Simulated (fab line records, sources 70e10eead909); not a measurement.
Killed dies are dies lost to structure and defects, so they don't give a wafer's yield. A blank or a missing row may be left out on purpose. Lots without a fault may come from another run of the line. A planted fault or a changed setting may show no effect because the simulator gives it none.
fab line records | flow nand_harc
record lots=13 wafers=39 last_day=24
route steps=1159 shown A_STAIRCASE@588 END@1159
lots that met no fault: from a run of the same line without faults
start_h: hours from the record's first day to the start of the lot's first wafer shown | wait_h: hours since the lot's step before | " the same as in the row above | L1.1+2: a row that stands for several wafers | - no value, or no start given | * or withheld: withheld | < > ~ a bound
route shown NAME@n: a module of which the file shows steps, and the number in the route of the first | usual: mean/standard deviation of fault-free wafers | same: alike in all rows | chamber/n: place in a boat | sites: the reading at each site | _std_site: their standard deviation | _edge_site: outer sites' mean less inner sites' | radius_mm: how far each site lies from the wafer's centre | mask NAME#n: copy n | behind: the tool/chamber that last shaped the wafer | hold: why the lot was held/for how many hours/how that ended | device: the transistor (n, p or np) that didn't switch | end of line: the same wafers' tests at the end of the route | a step without rows: its recipe alone | killed: dies lost to structure and defects at the first sort, not the wafer's yield | map: a wafer's dies, x killed, . not, _ none there
set.NAME: the setting as run; set.NAME@STEP: as run at that earlier step | model.NAME: the simulator's own value behind a step, which no gauge read
steps of the route over a sample of lots; a table a step, a row a wafer
services: from which hour (start_h, from the record's first day; less than 0 if before it) a tool's chamber was out of use, for how many hours, and why
## steps
# step NHARC_A_STAIRCASE_ETCH_194
# recipe target_depth_a=1000 time_s=40.5 ion_energy_ev=400 c4f8_flow_sccm=20 o2_flow_sccm=10 ar_flow_sccm=withheld rf_w=600 bias_w=1000 chemistry=C4F8/O2
# usual oes_product_au=0.940/0.018 rf_vpp_V=896/4.1
# columns lot.wafer tool chamber start_h wait_h oes_product_au rf_hours_counter_h rf_vpp_V
L331.2 rie_diel-12 3 - - 0.956 15 893
L331.1 " 1 " " 0.909 14 900
L331.6 " 3 " " 0.947 - 892
L332.2 rie_diel-08 2 - - 0.950 41 888
L332.1 " 1 " " 0.938 41 903
L332.6 " 2 " " 0.948 - 888
L333.1 rie_diel-12 2 - - 0.953 19 897
L333.4 " 3 " " 0.953 20 892
L333.5 " 2 " " 0.960 - 896
L334.4 rie_diel-08 0 - - 0.960 41 891
L334.3 " 1 " " 0.952 51 902
L334.5 " 1 " " 0.954 - 903
L337.1 rie_diel-08 0 - - 0.927 43 891
L337.4 " 1 " " 0.927 54 902
L337.6 " 3 " " 0.929 - 895
L336.3 rie_diel-08 3 - - 0.939 56 894
L336.6 " 0 " " 0.935 - 891
L336.5 " 1 " " 0.933 - 902
L339.1 rie_diel-12 1 - - 0.922 29 901
L339.3 " 0 " " 0.918 25 895
L339.5 " 1 " " 0.918 - 900
L342.1 rie_diel-12 1 301.90 - 0.977 34 900
L342.6 " 2 " " 1.004 - 896
L342.5 " 3 " " 0.993 - 892
L341.4 rie_diel-12 3 - - 0.928 37 893
L341.1 " 0 " " 0.918 31 895
L341.5 " 0 " " 0.928 - 894
L348.3 rie_diel-12 0 - - 0.913 46 895
L348.1 " 2 " " 0.927 52 896
L348.6 " 0 " " 0.905 - 896
L351.4 rie_diel-06 0 - - 0.944 40 894
L351.3 " 1 " " 0.937 40 901
L351.6 " 1 " " 0.944 - 900
L354.2 rie_diel-06 1 - - 0.940 46 900
L354.1 " 0 " " 0.942 44 894
L354.6 " 2 " " 0.955 - 897
L353.4 rie_diel-06 1 - - 0.923 48 900
L353.1 " 3 " " 0.955 45 899
L353.6 " 2 " " 0.944 - 897
# step NHARC_A_STAIRCASE_EXPOSE_214
# recipe na=0.5 dose_mj=31.26 mask_id=STAIR_3
# usual exposure_dose_mJ_cm2=31.26/0.032
# columns lot.wafer tool chamber start_h wait_h mask exposure_dose_mJ_cm2
L331.1 krf_scanner-02 0 246.83 - STAIR_3#0 31.33
L331.2 " 0 " " STAIR_3#0 31.28
L331.6 " 0 " " STAIR_3#0 31.28
L332.1 krf_scanner-04 0 249.76 - STAIR_3#0 31.26
L332.2 " 0 " " STAIR_3#0 31.29
L332.6 " 0 " " STAIR_3#0 31.30
L333.1 krf_scanner-02 0 257.28 - STAIR_3#0 31.22
L333.4 " 0 " " STAIR_3#0 31.22
L333.5 " 0 " " STAIR_3#0 31.23
L334.3 krf_scanner-03 0 264.71 - STAIR_3#0 31.27
L334.4 " 0 " " STAIR_3#0 31.24
L334.5 " 0 " " STAIR_3#0 31.28
L337.1 krf_scanner-04 0 271.06 - STAIR_3#0 31.24
L337.4 " 0 " " STAIR_3#0 31.27
L337.6 " 0 " " STAIR_3#0 31.19
L336.3 krf_scanner-04 0 272.36 - STAIR_3#0 31.28
L336.5 " 0 " " STAIR_3#0 31.27
L336.6 " 0 " " STAIR_3#0 31.25
L339.1 krf_scanner-04 0 283.65 - STAIR_3#0 31.23
L339.3 " 0 " " STAIR_3#0 31.25
L339.5 " 0 " " STAIR_3#0 31.20
L342.1 krf_scanner-02 0 304.34 - STAIR_3#0 31.25
L342.5 " 0 " " STAIR_3#0 31.27
L342.6 " 0 " " STAIR_3#0 31.34
L341.1 krf_scanner-04 0 306.52 - STAIR_3#0 31.29
L341.4 " 0 " " STAIR_3#0 31.27
L341.5 " 0 " " STAIR_3#0 31.27
L348.1 krf_scanner-04 0 345.78 - STAIR_3#0 28.12
L348.3 " 0 " " STAIR_3#0 28.12
L348.6 " 0 " " STAIR_3#0 28.06
L351.3 krf_scanner-04 0 359.81 - STAIR_3#0 28.12
L351.4 " 0 " " STAIR_3#0 28.12
L351.6 " 0 " " STAIR_3#0 28.11
L354.1 krf_scanner-02 0 376.25 - STAIR_3#0 31.26
L354.2 " 0 " " STAIR_3#0 31.26
L354.6 " 0 " " STAIR_3#0 31.25
L353.1 krf_scanner-03 0 382.74 - STAIR_3#0 31.27
L353.4 " 0 " " STAIR_3#0 31.27
L353.6 " 0 " " STAIR_3#0 31.23
# step NHARC_A_STAIRCASE_TRIM_222
# recipe time_s=211.2 o2_flow_sccm=500 ar_flow_sccm=0 bias_w=0 chemistry=O2
# usual drypump_motor_current_A=5.8/0.5 oes_product_au=0.998/0.01 rf_vpp_V=57.8/0.87 showerhead_plenum_p_Torr=3.54/0.12 throttle_valve_pct=17.036/0.0084
# columns lot.wafer tool chamber start_h wait_h drypump_motor_current_A oes_product_au rf_hours_counter_h rf_vpp_V showerhead_plenum_p_Torr throttle_valve_pct
L331.1 rie_diel-08 1 - - 6.6 0.991 43 57.6 3.71 17.038
L331.2 " 3 " " 5.2 0.981 44 58.4 3.47 17.038
L331.6 " 3 " " 5.2 0.994 - 58.4 3.47 17.046
L332.1 rie_diel-12 2 - - 5.4 1.006 17 58.3 3.53 17.033
L332.2 " 3 " " 4.7 0.995 18 57.1 3.44 17.014
L332.6 " 2 " " 5.5 1.011 - 58.3 3.53 17.033
L333.1 rie_diel-08 3 - - 5.2 0.994 49 56.0 3.47 17.045
L333.4 " 3 " " 5.2 0.996 - 55.7 3.47 17.041
L333.5 " 0 " " 5.8 1.010 - 56.6 3.41 17.041
L334.4 rie_diel-08 3 - - 5.2 1.004 54 57.8 3.47 17.020
L334.3 " 1 " " 6.6 1.013 53 58.5 3.70 17.036
L334.5 " 0 " " 5.8 0.999 - 58.0 3.41 17.047
L337.4 rie_diel-06 1 - - 5.9 1.000 8 58.1 3.65 17.032
L337.1 " 2 " " 6.2 1.010 8 57.8 3.61 17.037
L337.6 " 0 " " 5.2 0.992 - 57.0 3.47 17.026
L336.3 rie_diel-06 3 - - 6.1 1.003 8 58.7 3.67 17.037
L336.5 " 2 " " 6.1 1.015 - 58.9 3.61 17.034
L336.6 " 3 " " 6.1 1.011 - 58.1 3.68 17.036
L339.1 rie_diel-08 2 - - 5.8 1.005 51 57.1 3.32 17.033
L339.3 " 0 " " 5.8 0.995 47 58.1 3.41 17.030
L339.5 " 1 " " 6.6 0.998 - 58.0 3.70 17.031
L342.1 rie_diel-12 0 - - 5.9 0.993 33 57.5 3.51 17.018
L342.5 " 2 " " 5.5 1.018 - 57.3 3.52 17.042
L342.6 " 3 " " 4.7 0.994 - 57.0 3.43 17.034
L341.1 rie_diel-12 0 - - 5.8 0.985 34 59.2 3.51 17.028
L341.4 " 1 " " 6.0 0.983 38 58.1 3.65 17.046
L341.5 " 3 " " 4.7 1.002 - 57.4 3.43 17.034
L348.1 rie_diel-06 3 - - 6.2 0.989 34 58.1 3.66 17.032
L348.3 " 0 " " 5.3 0.987 36 58.6 3.46 17.054
L348.6 " 3 " " 6.1 0.992 - 58.6 3.66 17.034
L351.4 rie_diel-08 0 - - 5.7 1.006 18 57.0 3.40 17.040
L351.3 " 1 " " 6.6 0.999 18 60.1 3.68 17.042
L351.6 " 2 " " 5.8 1.007 - 58.3 3.30 17.028
L354.2 rie_diel-12 3 - - 4.7 0.998 63 57.4 3.42 17.045
L354.1 " 1 " " 6.0 0.982 62 59.6 3.64 17.032
L354.6 " 0 " " 5.9 0.973 - 57.7 3.50 17.034
L353.4 rie_diel-08 3 - - 5.2 0.999 28 57.1 3.45 17.038
L353.1 " 0 " " 5.8 1.012 24 57.8 3.39 17.034
L353.6 " 1 " " 6.6 1.006 - 57.5 3.68 17.042
# step NHARC_A_STAIRCASE_ETCH_223
# recipe target_depth_a=1000 time_s=40.5 ion_energy_ev=400 c4f8_flow_sccm=20 o2_flow_sccm=10 ar_flow_sccm=withheld rf_w=600 bias_w=1000 chemistry=C4F8/O2
# usual oes_product_au=0.937/0.012 rf_vpp_V=896/4.3
# columns lot.wafer tool chamber start_h wait_h oes_product_au rf_hours_counter_h rf_vpp_V
L331.1 rie_diel-08 3 - - 0.932 44 893
L331.2 " 1 " " 0.929 43 902
L331.6 " 3 " " 0.926 - 894
L332.1 rie_diel-12 3 - - 0.934 18 892
L332.2 " 0 " " 0.926 12 896
L332.6 " 0 " " 0.918 - 897
L333.1 rie_diel-08 1 - - 0.940 49 904
L333.5 " 1 " " 0.930 - 903
L333.4 " 3 " " 0.940 - 893
L334.4 rie_diel-08 0 - - 0.932 42 893
L334.3 " 1 " " 0.926 53 902
L334.5 " 0 " " 0.923 - 892
L337.4 rie_diel-06 1 - - 0.934 8 899
L337.1 " 3 " " 0.962 8 901
L337.6 " 1 " " 0.943 - 900
L336.3 rie_diel-06 0 - - 0.959 8 894
L336.5 " 3 " " 0.947 - 901
L336.6 " 0 " " 0.965 - 895
L339.3 rie_diel-08 1 - - 0.936 59 902
L339.1 " 3 " " 0.948 60 893
L339.5 " 1 " " 0.940 - 902
L342.1 rie_diel-12 2 - - 0.934 39 895
L342.5 " 2 " " 0.938 - 897
L342.6 " 3 " " 0.932 - 892
L341.1 rie_diel-12 3 - - 0.922 40 892
L341.4 " 2 " " 0.939 40 896
L341.5 " 3 " " 0.915 - 892
L348.3 rie_diel-06 0 - - 0.931 36 894
L348.1 " 2 " " 0.934 38 900
L348.6 " 0 " " 0.939 - 893
L351.3 rie_diel-08 2 - - 0.934 20 886
L351.4 " 0 " " 0.931 18 891
L351.6 " 2 " " 0.933 - 888
L354.2 rie_diel-12 1 - - 0.918 62 899
L354.1 " 0 " " 0.922 57 896
L354.6 " 0 " " 0.932 - 895
L353.4 rie_diel-08 1 - - 0.933 25 902
L353.1 " 2 " " 0.937 28 888
L353.6 " 1 " " 0.934 - 902
# step NHARC_END_SORT_01
# recipe temp_c=25
# usual killed_at_array=29/8.4 killed_at_other=0.7/1.2 killed_at_periphery=3.8/2.1 killed_dies=33/9 killed_open=3.4/2 killed_short=2.1/1.4
# same gross_dies=677
# columns lot.wafer tool chamber start_h wait_h killed_at_array killed_at_other killed_at_periphery killed_dies killed_open killed_short
L348.1 prober-01 0 542.48 2.5 32 0 5 37 6 2
# killed by level:class
L348.1 A_CHANNEL_HOLE_D1:chamber_film_flake=20 A_ONON_D1:geometric_particle:open=2 A_CONTACT:geometric_particle:open=2 P_STI:chamber_film_flake=2 A_CONTACT:chamber_film_flake=2 A_BLC:chamber_film_flake=2 P_GATE:geometric_particle:short=1 P_CONTACT:geometric_particle:short=1
## services
# columns tool chamber start_h hours kind
rie_diel-08 0 221.02 31.8 repair
rie_diel-12 - 221.21 0.3 repair
rie_diel-08 1 231.97 - clean
rie_diel-08 2 231.97 - clean
rie_diel-08 3 231.97 - clean
krf_scanner-02 - 237.91 0.3 repair
rie_diel-08 3 240.57 5.9 repair
rie_diel-06 - 241.21 9.0 pm
rie_diel-08 2 245.58 13.5 repair
krf_scanner-03 - 247.52 1.1 repair
rie_diel-08 0 256.62 - clean
rie_diel-08 1 256.62 - clean
rie_diel-12 2 271.12 2.6 repair
rie_diel-06 - 289.23 1.7 repair
krf_scanner-04 - 298.02 4.0 pm
rie_diel-08 - 301.88 9.0 pm
rie_diel-06 1 302.71 4.0 repair
krf_scanner-04 - 325.27 0.6 repair
krf_scanner-03 - 335.41 1.5 repair
krf_scanner-03 - 340.00 4.0 pm
krf_scanner-03 - 369.80 2.2 repair
rie_diel-12 2 373.74 7.6 repair
rie_diel-12 - 379.46 9.0 pm
rie_diel-06 2 381.35 7.2 repair
## key
first_sign step=NHARC_A_STAIRCASE_EXPOSE_214 reading=exposure_dose_mJ_cm2 direction=down sigmas=99 usual=31.26 struck=28.11
effect none on later readings
met_at NHARC_A_STAIRCASE_EXPOSE_214
struck_lots L348,L351
tester_left_out L348,L351
not_acting_at NHARC_A_STAIRCASE_ETCH_194,NHARC_A_STAIRCASE_TRIM_222,NHARC_A_STAIRCASE_ETCH_223
onset_between 306.52 345.78
fault kind=process_parameter_drift tool=krf_scanner-04 chamber=- onset_h=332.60 steps=NHARC_A_STAIRCASE_EXPOSE_214 channel=dose_mj offset=-3.1529 shape=step acts_in=these_recipes_only stated=31.26
# tester_left_out: of these lots the tester's yield and bins aren't shown, on N5 and GAA mostly nor the transistor test; their killed dies are dies lost to structure and defects alone, not to doping, threshold or leakage, so they don't give the yield
